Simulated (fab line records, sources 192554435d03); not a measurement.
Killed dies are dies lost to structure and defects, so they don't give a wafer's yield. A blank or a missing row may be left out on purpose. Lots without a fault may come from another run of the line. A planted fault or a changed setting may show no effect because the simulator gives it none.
Problem report in the 8D (eight disciplines) form, filled by code | flow n5_finfet | the parts of the form that need people (team, actions taken, sign-off) are left out
Where a reading is given only as a bound, like >300, the bound stands for it, and a mean or a difference that rests on one is marked > or <: the true number lies beyond.

1. THE PROBLEM
raw_defect_count at N5_PASSIVATION_INSPECT_61 reads a mean of >300 on 3 wafers of 2 lots; wafers without a fault read 2.2 with a standard deviation of 1.4. That is +99 or more standard deviations from the usual mean.
The step: inspects for defects (macro).
First seen on wafer L789.2, day 17 09:19, on defect_inspect-02. The record holds 29 wafers of 10 lots with a number at this step. Rule for "out", or "out of limits": more than 4 standard deviations from the usual mean. The other wafers with a number count as sound.

2. WHAT IT IS AND WHAT IT IS NOT
question                    | is                     | is not
which readings at this step | raw_defect_count       | -
which lots                  | L789, L790             | L771, L772, L774, L776, L783, L784, L793, L794
which wafers of those lots  | L789.2, L790.3, L790.6 | L789.1, L789.6, L790.5
read on which gauges        | defect_inspect-02      | defect_inspect-01
when                        | from day 17 09:19      | up to then (19 sound wafers); but 7 sound wafers of L790, L793, L794 came after

3. SUSPECTS, AND WHAT RULES EACH OUT
Counting: a tool at a process step up to the reading stays a suspect if it ran every lot that is out. Sound lots after the first of them don't rule it out here, since some wafers of a struck lot are sound.
- the gauge at N5_PASSIVATION_INSPECT_61: ruled out. All the wafers that are out were read on defect_inspect-02, but those of them that N5_PASSIVATION_PROBE_49 has rows for are out there too, on other tools.
- pecvd-03 at N5_PASSIVATION_PECVD_01 (deposits SiNx from SiH4/NH3/N2, target thk 200 nm, time 43.2 s): kept. It ran every lot that is out, first L789 (day 17 08:25); its last sound lot up to then is L784 (day 15 07:02).
- Within pecvd-03 at N5_PASSIVATION_PECVD_01: the wafers that are out ran in chamber 2; their sound lot-mates ran in chambers 0, 1.
Left after counting: pecvd-03 at N5_PASSIVATION_PECVD_01.

4. THE CAUSE (what the simulator had put in)
Chamber particle source: pecvd-03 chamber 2, from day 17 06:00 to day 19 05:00, at N5_PASSIVATION_PECVD_01. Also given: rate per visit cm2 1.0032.
Counting left only this tool.

5. THE CHAIN OF EFFECTS, in route order
Each row: a reading whose mean over the struck wafers that have a number lies more than 3 standard deviations from the usual. Only readings for which the record gives a usual standard deviation are gone through. hours: the time from each lot's start at the first step in this table that gives one to its start at this step, as a median over the lots. sigmas: the change in usual standard deviations.
hours | step                      | reading              | usual  | on struck wafers | change | sigmas
0     | N5_PASSIVATION_INSPECT_61 | raw_defect_count     | 2.2    | >300             | >+298  | +99 or more
8     | N5_PASSIVATION_PROBE_49   | defect_limited_yield | 91.3 % | 84.2             | -7.1   | -4.2
8     | N5_PASSIVATION_PROBE_49   | killed_at_other      | 3.1    | 115.0            | +111.9 | +39
8     | N5_PASSIVATION_PROBE_49   | killed_dies          | 103    | 186              | +83    | +4.1
8     | N5_PASSIVATION_PROBE_49   | sort_bin_5_function  | 5.1 %  | 10.4             | +5.3   | +4.8
8     | N5_PASSIVATION_PROBE_49   | sort_n_pass          | 1077   | 994              | -83    | -3.9
8     | N5_PASSIVATION_PROBE_49   | sort_yield_pct       | 91.2 % | 84.2             | -7.0   | -4.1
The process steps in it:
- N5_PASSIVATION_PROBE_49

6. WHAT WOULD HAVE CAUGHT IT SOONER
In this record the first reading out of limits at a measuring or inspecting step was taken at day 17 09:19, 3 hours after the fault began at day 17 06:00.
Of the tool readings at N5_PASSIVATION_PECVD_01 for which the record gives a usual standard deviation, none was out on any struck wafer, so an alarm limit of 4 standard deviations on them would not have fired.
Of the lots that are out (2), L790 began N5_PASSIVATION_PECVD_01 on pecvd-03 after day 17 09:19. A hold on the tool at that time would have spared it.
